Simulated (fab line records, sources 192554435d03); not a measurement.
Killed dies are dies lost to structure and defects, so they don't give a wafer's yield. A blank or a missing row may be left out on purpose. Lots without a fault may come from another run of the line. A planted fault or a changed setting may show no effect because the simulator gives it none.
Chamber matching | flow n5_finfet | N5_BEOL_M11_ILD_DEP_00 on pecvd-04: 3 sister chambers
The step deposits SiCOH lowk from DEMS/porogen, target thk 308.51 nm, time 58 s. 6 wafers are shown with their chamber, then 7 later ones without.

WAFERS WITH THEIR CHAMBER
wafer  | chamber | showerhead_vpp_V (V) | throttle_valve_pct (%)
L077.4 | 2       | 1330                 | 14.0
L083.6 | 1       | 1341                 | 15.6
L090.4 | 2       | 1346                 | 13.8
L090.6 | 0       | 1547                 | 13.9
L091.2 | 1       | 1349                 | 15.5
L091.5 | 0       | 1539                 | 13.9

WAFERS WITHOUT THEIR CHAMBER
wafer  | showerhead_vpp_V (V) | throttle_valve_pct (%)
L091.6 | 1370                 | 15.5
L096.2 | 1356                 | 15.4
L096.5 | 1527                 | 13.8
L096.6 | 1327                 | 13.6
L097.1 | 1357                 | 15.6
L097.5 | 1358                 | 15.8
L097.6 | 1338                 | 14.0

WHICH CHAMBER EACH WENT THROUGH
wafer  | from the rows above | in truth
L091.6 | 1                   | 1
L096.2 | 1                   | 1
L096.5 | 0                   | 0
L096.6 | 2                   | 2
L097.1 | 1                   | 1
L097.5 | 1                   | 1
L097.6 | 2                   | 2
Placed correctly: 7 of 7. Can't be placed from these rows: 0. Placed wrongly: 0.
How it was worked out, from the rows above alone: a wafer's distance from a chamber is the root of the sum, over the readings, of the square of ((its reading less the chamber's mean) divided by the reading's scatter). The wafer belongs to the nearest chamber; if the next one is less than 2 further off, it can't be placed. A chamber's mean is the mean of its shown wafers. The scatter: the root of (the sum of the squares of (reading less its chamber's mean) over the shown wafers, divided by (wafers less chambers)).
